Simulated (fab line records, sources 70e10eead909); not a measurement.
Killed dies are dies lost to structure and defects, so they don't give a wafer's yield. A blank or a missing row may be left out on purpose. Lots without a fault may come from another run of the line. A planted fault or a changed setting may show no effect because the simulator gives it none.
fab line records | flow nand_harc
record lots=23 wafers=69 last_day=33
route steps=1302 shown A_SOURCE_PLATE@423 A_ONON_D1@431 A_CHANNEL_HOLE_D1@466
lots that met no fault: from a run of the same line without faults
start_h: hours from the record's first day to the start of the lot's first wafer shown | wait_h: hours since the lot's step before | " the same as in the row above | L1.1+2: a row that stands for several wafers | - no value, or no start given | * or withheld: withheld | < > ~ a bound
route shown NAME@n: a module of which the file shows steps, and the number in the route of the first | usual: mean/standard deviation of fault-free wafers | same: alike in all rows | chamber/n: place in a boat | sites: the reading at each site | _std_site: their standard deviation | _edge_site: outer sites' mean less inner sites' | radius_mm: how far each site lies from the wafer's centre | mask NAME#n: copy n | behind: the tool/chamber that last shaped the wafer | hold: why the lot was held/for how many hours/how that ended | device: the transistor (n, p or np) that didn't switch | end of line: the same wafers' tests at the end of the route | a step without rows: its recipe alone | killed: dies lost to structure and defects at the first sort, not the wafer's yield | map: a wafer's dies, x killed, . not, _ none there
set.NAME: the setting as run; set.NAME@STEP: as run at that earlier step | model.NAME: the simulator's own value behind a step, which no gauge read
steps of the route over a sample of lots; a table a step, a row a wafer
services: from which hour (start_h, from the record's first day; less than 0 if before it) a tool's chamber was out of use, for how many hours, and why
## steps
# step NHARC_A_SOURCE_PLATE_INSPECT_08
# usual raw_defect_count=63/30
# columns lot.wafer tool chamber start_h wait_h raw_defect_count
L074.1 defect_inspect-01 - 168.05 0.0 124
L074.2 " - " " 145
L074.3 " - " " 94
L076.2 defect_inspect-01 - 185.76 0.0 137
L076.3 " - " " 101
L076.6 " - " " 75
L075.2 defect_inspect-01 - 185.78 0.0 38
L075.4 " - " " 55
L075.6 " - " " 56
L077.4 defect_inspect-02 - 194.57 0.0 36
L077.5 " - " " 52
L077.6 " - " " 56
L078.3 defect_inspect-02 - 199.23 0.0 47
L078.4 " - " " 50
L078.6 " - " " 43
L079.1 defect_inspect-02 - 217.87 0.0 82
L079.4 " - " " 55
L079.5 " - " " 54
L080.3 defect_inspect-01 - 217.87 0.0 64
L080.4 " - " " 50
L080.5 " - " " 24
L081.2 defect_inspect-01 - 231.84 0.0 42
L081.3 " - " " 24
L081.5 " - " " 26
L083.1 defect_inspect-02 - 255.61 0.0 44
L083.5 " - " " 22
L083.6 " - " " 29
L084.1 defect_inspect-01 - 255.61 0.0 53
L084.3 " - " " 41
L084.6 " - " " 47
L085.3 defect_inspect-01 - 265.35 0.0 78
L085.4 " - " " 82
L085.6 " - " " 142
L086.4 defect_inspect-02 - 281.68 0.0 74
L086.5 " - " " 56
L086.6 " - " " 79
L087.1 defect_inspect-02 - 287.00 0.0 40
L087.3 " - " " 97
L087.4 " - " " 62
L088.2 defect_inspect-01 - 304.38 0.0 31
L088.4 " - " " 48
L088.5 " - " " 48
L089.1 defect_inspect-02 - 304.38 0.0 102
L089.3 " - " " 91
L089.6 " - " " 92
L090.1 defect_inspect-01 - 321.02 0.0 86
L090.3 " - " " 53
L090.4 " - " " 64
L091.2 defect_inspect-02 - 330.50 0.0 46
L091.3 " - " " 31
L091.5 " - " " 50
L092.1 defect_inspect-02 - 342.14 0.0 70
L092.2 " - " " 85
L092.4 " - " " 107
L093.1 defect_inspect-01 - 350.07 0.0 119
L093.3 " - " " 88
L093.5 " - " " 128
L094.2 defect_inspect-01 - 361.35 0.0 92
L094.4 " - " " 40
L094.6 " - " " 26
L095.2 defect_inspect-01 - 370.78 0.0 64
L095.4 " - " " 60
L095.5 " - " " 73
L096.4 defect_inspect-02 - 384.25 3.6 90
L096.5 " - " " 44
L096.6 " - " " 65
L097.2 defect_inspect-02 - 387.89 0.0 113
L097.3 " - " " 38
L097.4 " - " " 40
# step NHARC_A_ONON_D1_THK_MEAS_11
# recipe thk_meas_gauge=ellipsometry
# usual thk_nm=997/9.1
# columns lot.wafer tool chamber start_h wait_h thk_nm
L074.1 film_metro-01 - 170.33 - 994
L074.2 " - " " 995
L074.3 " - " " 995
L076.2 film_metro-01 - 188.04 - 986
L076.3 " - " " 986
L076.6 " - " " 987
L075.2 film_metro-02 - 188.09 - 991
L075.4 " - " " 989
L075.6 " - " " 989
L077.4 film_metro-01 - 196.85 - 987
L077.5 " - " " 989
L077.6 " - " " 987
L078.3 film_metro-01 - 201.52 - 989
L078.4 " - " " 990
L078.6 " - " " 991
L079.1 film_metro-02 - 220.14 - 986
L079.4 " - " " 985
L079.5 " - " " 985
L080.3 film_metro-01 - 220.15 - 1010
L080.4 " - " " 1010
L080.5 " - " " 1010
L081.2 film_metro-01 - 234.11 - 994
L081.3 " - " " 993
L081.5 " - " " 994
L083.1 film_metro-01 - 257.90 - 1001
L083.5 " - " " 1003
L083.6 " - " " 1002
L084.1 film_metro-02 - 257.95 - 1001
L084.3 " - " " 1002
L084.6 " - " " 1002
L085.3 film_metro-01 - 267.64 - 990
L085.4 " - " " 989
L085.6 " - " " 989
L086.4 film_metro-01 - 283.96 - 1017
L086.5 " - " " 1018
L086.6 " - " " 1019
L087.1 film_metro-01 - 289.31 - 993
L087.3 " - " " 992
L087.4 " - " " 992
L088.2 film_metro-01 - 306.68 - 1005
L088.4 " - " " 1006
L088.5 " - " " 1007
L089.1 film_metro-01 - 306.94 - 1011
L089.3 " - " " 1013
L089.6 " - " " 1014
L090.1 film_metro-01 - 323.29 - 997
L090.3 " - " " 999
L090.4 " - " " 998
L091.2 film_metro-01 - 332.77 - 1002
L091.3 " - " " 1003
L091.5 " - " " 1002
L092.1 film_metro-02 - 344.42 - 1011
L092.2 " - " " 1013
L092.4 " - " " 1011
L093.1 film_metro-01 - 352.34 - 996
L093.3 " - " " 995
L093.5 " - " " 996
L094.2 film_metro-01 - 363.64 - 992
L094.4 " - " " 991
L094.6 " - " " 992
L095.2 film_metro-02 - 373.07 - 995
L095.4 " - " " 994
L095.5 " - " " 994
L096.4 film_metro-01 - 386.53 - 988
L096.5 " - " " 988
L096.6 " - " " 989
L097.2 film_metro-02 - 390.18 - 989
L097.3 " - " " 989
L097.4 " - " " 990
# step NHARC_A_ONON_D1_DEP_33
# recipe target_thk_a=2000 temp_c=400 pressure_torr=6.5 rf_w=900 teos_flow_sccm=161.4 flow_sccm=2650 target_thk_nm=200 gas=O2 material=SiO2
# usual heater_power_outer_w=279/64 heater_power_w=528/84 throttle_valve_pct=15.8/0.68
# columns lot.wafer tool chamber start_h wait_h heater_power_outer_w heater_power_w throttle_valve_pct
L074.1 pecvd-04 2 180.89 0.1 358 594 16.1
L074.2 " 1 " " 248 505 16.4
L074.3 " 2 " " 365 613 16.0
L076.2 pecvd-01 2 199.78 0.1 153 362 14.9
L076.3 " 0 " " 324 551 15.4
L076.6 " 1 " " 196 438 16.7
L075.2 pecvd-04 2 200.08 0.1 438 714 16.2
L075.4 " 1 " " 289 546 16.5
L075.6 " 2 " " 328 576 16.4
L078.3 pecvd-02 2 210.82 0.1 290 572 15.9
L078.4 " 1 " " 221 426 16.2
L078.6 " 2 " " 300 594 15.9
L077.4 pecvd-04 1 210.92 0.2 263 499 16.6
L077.6 " 1 " " 268 520 16.7
L077.5 " 2 " " 413 648 16.0
L080.3 pecvd-01 1 230.82 0.1 238 500 16.7
L080.5 " 2 " " 195 421 14.5
L080.4 " 0 " " 339 575 15.5
L079.1 pecvd-04 1 230.90 0.1 271 537 16.7
L079.4 " 1 " " 278 541 16.7
L079.5 " 2 " " 430 704 16.0
L081.3 pecvd-04 2 245.07 0.1 436 702 15.9
L081.2 " 0 " " 343 573 15.2
L081.5 " 2 " " 424 707 16.0
L084.1 pecvd-01 2 271.47 0.1 189 396 14.8
L084.3 " 1 " " 238 496 16.8
L084.6 " 2 " " 199 411 14.8
L083.1 pecvd-02 0 271.69 0.3 258 522 15.1
L083.6 " 2 " " 266 535 15.1
L083.5 " 0 " " 263 544 15.2
L085.3 pecvd-02 0 278.28 0.1 337 649 15.3
L085.6 " 2 " " 292 567 15.0
L085.4 " 1 " " 249 455 16.3
L086.4 pecvd-02 1 295.08 0.2 283 511 16.6
L086.6 " 2 " " 219 463 15.2
L086.5 " 0 " " 278 578 15.2
L087.3 pecvd-04 0 300.03 0.1 321 584 15.4
L087.1 " 2 " " 388 671 15.7
L087.4 " 1 " " 264 516 16.4
L088.2 pecvd-02 1 317.64 0.3 259 485 17.0
L088.4 " 2 " " 288 552 15.3
L088.5 " 0 " " 337 655 15.2
L089.1 pecvd-04 0 317.68 0.3 310 577 15.4
L089.3 " 0 " " 315 579 15.5
L089.6 " 0 " " 327 585 15.4
L090.3 pecvd-01 0 334.00 0.1 352 571 15.3
L090.1 " 1 " " 198 460 16.5
L090.4 " 0 " " 353 585 15.4
L091.2 pecvd-01 1 343.52 0.1 267 538 16.4
L091.3 " 2 " " 144 355 14.7
L091.5 " 2 " " 149 361 15.0
L092.2 pecvd-04 2 355.12 0.1 424 696 15.4
L092.1 " 0 " " 258 504 15.4
L092.4 " 0 " " 272 531 15.2
L093.1 pecvd-02 2 363.34 0.1 289 553 15.4
L093.3 " 0 " " 254 535 15.3
L093.5 " 1 " " 266 496 16.5
L094.2 pecvd-02 0 374.43 0.1 246 523 15.4
L094.6 " 1 " " 235 438 16.6
L094.4 " 0 " " 262 553 15.2
L095.2 pecvd-02 2 383.60 0.1 270 524 15.1
L095.5 " 1 " " 263 474 16.6
L095.4 " 2 " " 269 533 15.2
L097.2 pecvd-01 0 400.36 0.1 357 568 15.3
L097.3 " 2 " " 144 343 15.0
L097.4 " 2 " " 151 357 14.4
L096.4 pecvd-02 2 400.52 0.2 194 426 15.5
L096.6 " 0 " " 276 544 15.3
L096.5 " 1 " " 282 516 16.5
# step NHARC_A_CHANNEL_HOLE_D1_ETCH_38
# recipe target_depth_a=390 over_etch_frac=0.3 time_s=65 ion_energy_ev=80 cf4_flow_sccm=150 ar_flow_sccm=0 rf_w=300 bias_w=100 chemistry=CF4
# usual chamber_pressure_mTorr=50.00/0.043 drypump_motor_current_A=5.5/0.69 oes_product_au=1.001/0.0086 rf_vpp_V=151.5/1.2 showerhead_plenum_p_Torr=1.78/0.059 throttle_valve_pct=13.285/0.01
# columns lot.wafer tool chamber start_h wait_h chamber_pressure_mTorr drypump_motor_current_A oes_product_au rf_hours_counter_h rf_vpp_V showerhead_plenum_p_Torr throttle_valve_pct
L074.1 rie_diel-03 1 184.94 0.1 50.05 4.8 0.991 6 151.6 1.72 13.274
L074.3 " 2 " " 50.04 6.6 1.002 5 153.4 1.85 13.277
L074.2 " 0 " " 50.01 5.4 0.990 5 149.8 1.74 13.264
L076.2 rie_diel-03 1 203.26 0.1 50.01 4.9 1.002 7 149.5 1.72 13.282
L076.3 " 2 " " 49.98 6.6 1.002 6 151.6 1.85 13.279
L076.6 " 2 " " 50.07 6.6 1.004 - 151.5 1.85 13.311
L075.2 rie_diel-03 2 204.05 0.4 49.91 6.6 1.001 7 152.2 1.85 13.283
L075.4 " 1 " " 49.98 4.8 1.011 8 150.8 1.72 13.288
L075.6 " 2 " " 50.08 6.6 1.011 - 152.7 1.85 13.284
L078.4 rie_diel-03 2 216.13 0.1 50.09 6.6 1.008 8 152.9 1.85 13.287
L078.3 " 0 " " 50.02 5.4 1.002 8 151.8 1.74 13.268
L078.6 " 2 " " 50.05 6.6 1.005 - 154.0 1.85 13.289
L077.4 rie_diel-03 3 217.83 0.1 49.99 4.9 0.997 8 151.2 1.80 13.270
L077.6 " 0 " " 49.99 5.4 0.991 - 152.0 1.73 13.278
L077.5 " 1 " " 49.98 4.8 0.982 - 150.7 1.72 13.277
L080.3 rie_diel-03 1 234.28 0.1 49.95 4.8 0.988 11 148.4 1.72 13.305
L080.4 " 3 " " 50.01 4.9 0.985 10 150.9 1.80 13.294
L080.5 " 0 " " 49.99 5.4 1.000 - 150.1 1.73 13.287
L079.4 rie_diel-08 3 234.55 0.1 49.90 4.8 1.014 13 150.6 1.77 13.284
L079.1 " 1 " " 49.95 5.6 1.006 13 153.0 1.90 13.280
L079.5 " 0 " " 50.02 5.6 1.020 - 151.0 1.72 13.278
L081.3 rie_diel-03 1 250.68 0.1 50.00 4.9 1.000 12 150.0 1.72 13.283
L081.2 " 2 " " 50.07 6.6 1.013 11 153.4 1.85 13.279
L081.5 " 1 " " 49.97 4.8 1.007 - 150.3 1.72 13.290
L084.1 rie_diel-03 3 274.97 0.1 50.01 4.9 0.999 12 151.8 1.80 13.302
L084.3 " 0 " " 49.96 5.4 0.996 13 151.0 1.73 13.293
L084.6 " 1 " " 49.85 4.8 1.008 - 152.0 1.72 13.260
L083.1 rie_diel-08 2 276.86 0.1 50.00 5.6 0.992 25 152.1 1.76 13.280
L083.6 " 1 " " 50.00 5.6 0.994 - 151.3 1.90 13.281
L083.5 " 2 " " 50.02 5.5 0.990 - 149.9 1.77 13.284
L085.3 rie_diel-02 0 283.82 0.1 50.01 6.7 1.009 16 153.6 1.89 13.283
L085.4 " 3 " " 50.01 4.9 1.000 16 149.6 1.71 13.282
L085.6 " 1 " " 49.98 6.3 0.999 - 152.4 1.81 13.288
L086.4 rie_diel-03 3 300.09 0.1 50.02 4.9 0.990 1 153.5 1.79 13.294
L086.5 " 3 " " 49.95 4.9 0.994 - 152.3 1.79 13.277
L086.6 " 0 " " 50.03 5.4 0.991 - 152.2 1.73 13.298
L087.4 rie_diel-03 0 303.36 0.1 49.97 5.4 1.001 1 151.5 1.73 13.275
L087.1 " 2 " " 50.00 6.6 1.014 1 153.4 1.85 13.275
L087.3 " 3 " " 49.99 4.9 0.995 1 152.4 1.79 13.286
L088.2 rie_diel-03 2 321.20 0.1 50.00 6.6 0.998 2 152.6 1.85 13.286
L088.4 " 3 " " 50.00 4.9 0.989 2 151.2 1.79 13.284
L088.5 " 2 " " 50.02 6.6 1.003 - 151.8 1.85 13.273
L089.3 rie_diel-08 3 321.38 0.1 50.00 4.8 1.013 42 151.7 1.76 13.282
L089.1 " 0 " " 50.04 5.5 1.005 38 152.0 1.72 13.300
L089.6 " 1 " " 50.01 5.6 0.989 - 153.5 1.90 13.274
L090.1 rie_diel-03 1 337.44 0.1 49.97 4.9 1.003 4 151.7 1.72 13.279
L090.3 " 2 " " 50.05 6.6 1.014 3 150.9 1.84 13.296
L090.4 " 3 " " 50.01 4.9 0.993 4 151.5 1.79 13.272
L091.2 rie_diel-03 1 346.98 0.1 49.99 4.8 1.005 5 152.5 1.72 13.286
L091.3 " 2 " " 49.95 6.6 0.998 3 152.6 1.84 13.291
L091.5 " 3 " " 49.98 4.9 0.977 - 151.8 1.79 13.278
L092.4 rie_diel-03 2 358.59 0.1 50.06 6.6 1.001 5 153.9 1.84 13.274
L092.2 " 0 " " 50.04 5.4 1.000 7 150.0 1.73 13.297
L092.1 " 1 " " 49.95 4.8 0.998 6 151.4 1.72 13.303
L093.1 rie_diel-03 3 366.88 0.1 49.99 4.9 0.986 7 151.4 1.79 13.299
L093.3 " 1 " " 49.98 4.8 0.998 7 149.6 1.72 13.288
L093.5 " 2 " " 50.04 6.6 0.994 - 151.8 1.84 13.269
L094.2 rie_diel-02 1 377.91 0.1 49.99 6.3 0.990 51 154.2 1.80 13.274
L094.4 " 2 " " 49.93 5.7 0.990 46 153.1 1.80 13.280
L094.6 " 0 " " 50.00 6.8 1.003 - 153.5 1.88 13.265
L095.4 rie_diel-08 1 388.53 0.1 50.04 5.6 1.001 3 152.0 1.89 13.280
L095.2 " 2 " " 50.04 5.5 1.000 2 151.4 1.76 13.294
L095.5 " 3 " " 49.98 4.8 1.011 - 152.0 1.76 13.293
L097.4 rie_diel-03 1 403.86 0.1 49.98 4.9 1.000 9 149.6 1.72 13.287
L097.2 " 2 " " 50.03 6.6 0.997 8 152.4 1.84 13.274
L097.3 " 3 " " 49.94 4.9 0.988 9 152.0 1.79 13.318
L096.4 rie_diel-02 0 404.47 0.1 50.01 6.7 1.023 0 153.5 1.88 13.295
L096.5 " 0 " " 50.01 6.7 1.022 - 152.0 1.88 13.287
L096.6 " 1 " " 49.95 6.4 0.997 - 152.0 1.80 13.280
# step NHARC_A_CHANNEL_HOLE_D1_ETCH_39
# recipe target_depth_a=2600 over_etch_frac=0.3 time_s=325 ion_energy_ev=200 n2_flow_sccm=150 h2_flow_sccm=150 ar_flow_sccm=0 rf_w=400 bias_w=150 chemistry=N2/H2
# usual chamber_pressure_mTorr=30.003/0.028 drypump_motor_current_A=5.5/0.65 oes_product_au=1.000/0.0079 rf_vpp_V=430.6/2.1 showerhead_plenum_p_Torr=2.05/0.072 throttle_valve_pct=14.171/0.0097
# columns lot.wafer tool chamber start_h wait_h chamber_pressure_mTorr drypump_motor_current_A oes_product_au rf_hours_counter_h rf_vpp_V showerhead_plenum_p_Torr throttle_valve_pct
L074.2 rie_diel-03 1 - - 29.996 4.8 0.997 6 428.1 1.98 14.187
L074.3 " 3 " " 29.977 4.9 1.000 5 430.8 2.08 14.165
L074.1 " 0 " " 29.987 5.4 1.002 5 429.6 2.00 14.169
L076.2 rie_diel-03 1 - - 30.029 4.9 1.008 7 429.3 1.98 14.174
L076.3 " 2 " " 29.996 6.6 1.013 6 434.1 2.14 14.153
L076.6 " 0 " " 30.025 5.4 1.001 - 430.9 2.00 14.166
L075.4 rie_diel-03 2 - - 30.047 6.6 0.999 7 434.8 2.14 14.174
L075.2 " 3 " " 29.969 4.9 1.005 7 430.7 2.07 14.178
L075.6 " 1 " " 30.015 4.8 1.001 - 429.1 1.98 14.155
L078.3 rie_diel-03 0 - - 30.018 5.4 1.006 8 428.8 2.00 14.156
L078.4 " 1 " " 30.009 4.9 0.996 9 428.5 1.98 14.175
L078.6 " 0 " " 30.075 5.4 0.998 - 429.8 2.00 14.164
L077.4 rie_diel-03 2 - - 29.985 6.6 1.006 9 432.3 2.14 14.179
L077.5 " 0 " " 30.006 5.4 0.997 - 430.2 2.00 14.169
L077.6 " 1 " " 29.992 4.9 0.995 - 429.6 1.98 14.158
L080.4 rie_diel-03 0 - - 30.006 5.4 1.008 10 429.7 2.00 14.156
L080.3 " 1 " " 29.967 4.9 0.995 11 428.2 1.98 14.162
L080.5 " 3 " " 30.006 4.9 1.002 - 430.6 2.07 14.159
L079.1 rie_diel-08 1 - - 29.981 5.6 0.999 13 435.1 2.21 14.174
L079.4 " 0 " " 29.953 5.5 1.015 14 429.6 1.98 14.172
L079.5 " 1 " " 30.026 5.6 1.004 - 434.7 2.21 14.192
L081.3 rie_diel-03 2 - - 30.056 6.6 1.008 11 433.4 2.14 14.182
L081.2 " 3 " " 30.005 4.9 0.998 11 430.7 2.07 14.178
L081.5 " 1 " " 29.960 4.9 0.991 - 428.1 1.98 14.166
L084.3 rie_diel-03 3 - - 29.999 4.9 1.001 12 431.6 2.07 14.171
L084.1 " 1 " " 30.025 4.9 1.009 14 428.1 1.98 14.163
L084.6 " 0 " " 30.011 5.4 1.011 - 428.9 1.99 14.163
L083.1 rie_diel-08 0 - - 29.968 5.6 1.015 26 428.5 1.97 14.162
L083.6 " 2 " " 29.997 5.6 0.995 - 431.2 2.04 14.190
L083.5 " 3 " " 30.040 4.8 1.014 - 428.8 2.04 14.184
L085.3 rie_diel-02 0 - - 29.973 6.7 1.002 16 434.4 2.20 14.179
L085.4 " 1 " " 29.985 6.3 0.988 18 431.5 2.10 14.169
L085.6 " 0 " " 30.021 6.7 0.995 - 434.2 2.20 14.170
L086.4 rie_diel-03 2 - - 30.000 6.6 1.007 1 433.5 2.14 14.167
L086.5 " 0 " " 29.989 5.5 0.995 - 428.6 1.99 14.168
L086.6 " 1 " " 30.003 4.8 1.014 - 429.3 1.98 14.181
L087.4 rie_diel-03 0 - - 29.960 5.4 0.997 1 428.9 1.99 14.167
L087.1 " 1 " " 30.033 4.8 1.005 1 427.1 1.98 14.170
L087.3 " 3 " " 30.068 4.9 0.991 1 432.0 2.07 14.178
L088.2 rie_diel-03 0 - - 30.020 5.4 0.995 3 429.9 1.99 14.171
L088.4 " 2 " " 29.981 6.6 1.012 2 434.0 2.14 14.172
L088.5 " 0 " " 29.983 5.5 1.005 - 430.9 1.99 14.193
L089.3 rie_diel-08 0 - - 30.016 5.6 0.996 38 429.2 1.97 14.170
L089.1 " 1 " " 29.975 5.6 0.993 36 434.3 2.20 14.164
L089.6 " 3 " " 29.991 4.9 1.019 - 430.0 2.03 14.173
L090.3 rie_diel-03 0 - - 30.006 5.4 1.000 5 428.8 1.99 14.159
L090.1 " 1 " " 30.005 4.8 0.997 4 430.1 1.97 14.170
L090.4 " 3 " " 29.990 4.9 0.985 4 430.5 2.07 14.164
L091.2 rie_diel-03 0 - - 29.970 5.4 0.996 6 429.3 1.99 14.146
L091.3 " 2 " " 30.018 6.6 1.007 4 432.3 2.14 14.161
L091.5 " 0 " " 29.994 5.4 0.990 - 430.3 1.99 14.167
L092.2 rie_diel-03 0 - - 29.975 5.4 1.012 7 429.3 1.99 14.160
L092.1 " 1 " " 29.965 4.9 1.006 6 429.4 1.97 14.184
L092.4 " 2 " " 30.011 6.6 1.000 5 431.3 2.14 14.170
L093.3 rie_diel-03 3 - - 30.024 4.9 0.990 7 431.5 2.07 14.165
L093.1 " 0 " " 30.037 5.4 1.000 8 427.5 1.99 14.179
L093.5 " 0 " " 30.000 5.4 1.004 - 428.7 1.99 14.168
L094.2 rie_diel-02 3 - - 29.984 4.9 1.006 45 428.1 1.95 14.183
L094.4 " 1 " " 30.076 6.3 0.996 51 432.8 2.09 14.177
L094.6 " 2 " " 30.018 5.7 0.992 - 432.0 2.08 14.176
L095.2 rie_diel-08 2 - - 29.998 5.6 0.993 2 429.0 2.02 14.162
L095.4 " 3 " " 30.007 4.8 1.017 3 430.4 2.03 14.174
L095.5 " 3 " " 30.043 4.9 1.003 - 430.0 2.03 14.167
L097.4 rie_diel-03 2 - - 30.029 6.6 0.994 8 433.2 2.14 14.180
L097.3 " 3 " " 30.059 4.9 0.993 9 430.7 2.07 14.180
L097.2 " 0 " " 30.012 5.4 0.982 10 429.4 1.99 14.175
L096.4 rie_diel-02 3 - - 29.970 4.9 1.007 1 429.4 1.95 14.180
L096.5 " 0 " " 30.000 6.7 1.017 - 435.0 2.18 14.163
L096.6 " 1 " " 30.021 6.3 0.996 - 432.4 2.08 14.169
# step NHARC_A_CHANNEL_HOLE_D1_ETCH_19
# recipe bias_v=1200 source_w=2500 pressure_mtorr=15 time_s=34.5 ar_flow_sccm=375 c4f8_flow_sccm=28.8 o2_flow_sccm=96.2 temp_c=-20 target_depth_a=* chemistry=C4F8/O2/Ar
# usual c4f8_flow_sccm=28.79/0.094 chamber_pressure_mTorr=15.002/0.014 drypump_motor_current_A=5.8/0.6 oes_air_line_au=1.003/0.021 showerhead_plenum_p_Torr=3.70/0.094 throttle_valve_pct=37.040/0.0093
# columns lot.wafer tool chamber start_h wait_h c4f8_flow_sccm chamber_pressure_mTorr drypump_motor_current_A oes_air_line_au rf_hours_counter_h showerhead_plenum_p_Torr throttle_valve_pct
L074.1 har_etch-01 1 186.03 0.1 28.78 15.004 6.8 1.002 84 3.78 37.053
L074.2 " 0 " " 28.77 15.013 5.6 0.984 84 3.67 37.045
L074.3 " 1 " " 28.73 14.980 6.8 1.030 - 3.78 37.031
L076.2 har_etch-01 0 204.38 0.1 28.66 15.009 5.6 0.997 95 3.66 37.054
L076.3 " 1 " " 28.96 15.018 6.8 1.015 - 3.78 37.044
L076.6 " 1 " " 28.96 14.996 6.8 1.008 - 3.78 37.048
L075.2 har_etch-02 0 206.25 1.2 28.87 14.992 5.8 1.008 311 3.80 37.045
L075.4 " 1 " " 28.77 15.015 5.1 0.996 - 3.63 37.040
L075.6 " 1 " " 28.78 14.995 5.1 1.014 - 3.63 37.042
L078.4 har_etch-01 0 217.26 0.1 28.87 15.002 5.6 1.048 - 3.66 37.029
L078.3 " 1 " " 28.80 15.007 6.8 1.001 - 3.77 37.043
L078.6 " 1 " " 28.76 15.009 6.8 1.010 - 3.77 37.037
L077.4 har_etch-02 0 224.97 6.1 28.70 14.974 5.8 0.983 - 3.80 37.038
L077.6 " 0 " " 28.61 15.015 5.8 1.002 - 3.80 37.023
L077.5 " 1 " " 28.96 15.027 5.2 1.012 - 3.62 37.053
L080.4 har_etch-02 0 235.41 0.1 28.78 14.988 5.8 1.008 - 3.79 37.033
L080.3 " 1 " " 28.78 15.006 5.2 1.002 - 3.62 37.043
L080.5 " 0 " " 28.75 14.995 5.8 0.991 - 3.79 37.062
L079.1 har_etch-01 1 236.93 1.3 28.77 15.009 6.8 0.993 118 3.76 37.043
L079.4 " 0 " " 28.69 15.008 5.6 0.986 - 3.65 37.042
L079.5 " 1 " " 28.80 15.018 6.8 0.980 - 3.76 37.047
L081.2 har_etch-01 0 251.79 0.1 28.76 15.009 5.6 0.968 126 3.64 37.024
L081.3 " 0 " " 28.68 15.004 5.6 0.979 - 3.64 37.030
L081.5 " 0 " " 28.59 15.000 5.6 0.977 - 3.64 37.044
L084.1 har_etch-02 1 276.05 0.1 28.86 15.024 5.1 1.002 349 3.61 37.030
L084.3 " 0 " " 28.57 15.021 5.8 1.012 - 3.79 37.035
L084.6 " 1 " " 28.76 15.001 5.2 0.980 - 3.61 37.048
L083.1 har_etch-01 1 277.97 0.1 28.74 14.998 6.8 1.000 137 3.75 37.029
L083.6 " 0 " " 28.76 14.999 5.6 1.037 - 3.64 37.037
L083.5 " 1 " " 28.78 15.013 6.8 1.019 - 3.75 37.046
L085.4 har_etch-02 1 285.02 0.1 28.87 15.007 5.2 1.019 - 3.60 37.037
L085.3 " 0 " " 28.82 14.996 5.8 1.021 - 3.78 37.044
L085.6 " 0 " " 28.90 15.022 5.8 1.021 - 3.78 37.042
L086.4 har_etch-02 0 303.07 1.9 28.62 15.016 5.8 1.003 - 3.77 37.050
L086.6 " 1 " " 28.69 14.995 5.1 0.990 - 3.59 37.037
L086.5 " 0 " " 28.83 14.997 5.8 1.004 - 3.77 37.038
L087.1 har_etch-01 0 304.50 0.1 28.95 15.010 5.6 1.033 156 3.63 37.035
L087.4 " 1 " " 28.78 14.986 6.8 1.022 - 3.74 37.021
L087.3 " 0 " " 28.87 15.009 5.6 0.999 - 3.63 37.052
L088.2 har_etch-02 1 322.89 0.7 28.65 14.989 5.1 1.007 380 3.59 37.040
L088.4 " 0 " " 28.86 14.998 5.7 0.983 - 3.77 37.052
L088.5 " 0 " " 28.81 14.995 5.7 0.962 - 3.77 37.040
L089.1 har_etch-01 1 323.15 0.8 28.79 15.011 6.8 0.994 168 3.73 37.038
L089.3 " 0 " " 28.72 14.990 5.6 0.995 - 3.62 37.041
L089.6 " 1 " " 28.82 15.005 6.8 1.011 - 3.73 37.044
L090.1 har_etch-02 1 338.55 0.1 28.68 14.993 5.1 0.965 387 3.58 37.036
L090.3 " 0 " " 28.67 14.985 5.8 0.993 - 3.76 37.040
L090.4 " 1 " " 28.63 14.991 5.1 0.992 - 3.58 37.028
L091.2 har_etch-01 0 350.21 2.2 28.68 14.995 5.6 1.014 183 3.61 37.053
L091.3 " 1 " " 28.70 15.013 6.8 1.032 - 3.73 37.024
L091.5 " 1 " " 28.64 14.987 6.8 1.015 - 3.73 37.039
L092.1 har_etch-02 0 359.69 0.1 28.86 14.994 5.8 1.000 391 3.76 37.034
L092.2 " 1 " " 28.72 14.990 5.2 1.026 399 3.58 37.021
L092.4 " 0 " " 28.81 15.009 5.7 1.000 - 3.76 37.031
L093.1 har_etch-02 1 372.20 4.3 28.82 15.010 5.1 1.024 403 3.58 37.044
L093.3 " 1 " " 28.93 14.993 5.2 1.020 - 3.58 37.038
L093.5 " 0 " " 28.79 15.012 5.7 0.981 - 3.75 37.045
L094.2 har_etch-01 1 380.68 1.7 28.75 15.043 6.8 1.010 206 3.71 37.036
L094.4 " 1 " " 28.59 14.999 6.8 1.001 - 3.71 37.037
L094.6 " 0 " " 28.87 14.990 5.6 1.006 - 3.60 37.042
L095.2 har_etch-02 0 397.15 7.3 28.74 14.977 5.7 1.002 0 3.75 37.038
L095.4 " 1 " " 28.68 15.008 5.1 0.972 - 3.99 37.042
L095.5 " 0 " " 28.91 15.013 5.8 1.022 - 3.75 37.047
L097.2 har_etch-01 1 404.95 0.1 28.96 14.990 6.7 1.010 225 3.70 37.042
L097.3 " 1 " " 28.98 14.982 6.8 1.016 - 3.70 37.034
L097.4 " 0 " " 28.86 14.994 5.6 1.012 - 3.59 37.040
L096.4 har_etch-02 0 405.62 0.1 28.80 14.991 5.8 1.046 - 3.75 37.044
L096.6 " 1 " " 28.77 14.987 5.1 1.018 - 3.98 37.032
L096.5 " 0 " " 28.81 15.004 5.8 1.028 - 3.75 37.031
## services
# columns tool chamber start_h hours kind
rie_diel-03 2 164.24 6.0 repair
rie_diel-03 - 171.30 0.6 repair
pecvd-04 0 171.35 62.4 repair
pecvd-02 - 185.85 1.6 repair
rie_diel-08 1 189.45 2.6 repair
rie_diel-08 - 190.84 9.0 pm
pecvd-02 1 192.22 7.9 repair
rie_diel-02 - 216.77 9.0 pm
pecvd-02 - 227.39 13.0 pm
rie_diel-02 0 238.23 3.5 repair
pecvd-04 - 255.88 1.0 repair
rie_diel-02 - 256.07 1.0 repair
pecvd-04 - 269.00 13.0 pm
rie_diel-03 - 281.62 9.0 pm
pecvd-01 - 311.21 13.0 pm
pecvd-04 2 314.52 21.2 repair
pecvd-01 - 347.28 0.4 repair
pecvd-04 1 358.03 17.4 repair
pecvd-01 - 364.87 0.7 repair
rie_diel-08 - 367.84 9.0 pm
rie_diel-08 2 379.29 7.0 repair
har_etch-02 - 380.15 17.0 pm
pecvd-04 1 381.53 7.2 repair
rie_diel-08 1 401.22 6.6 repair
## key
fault none
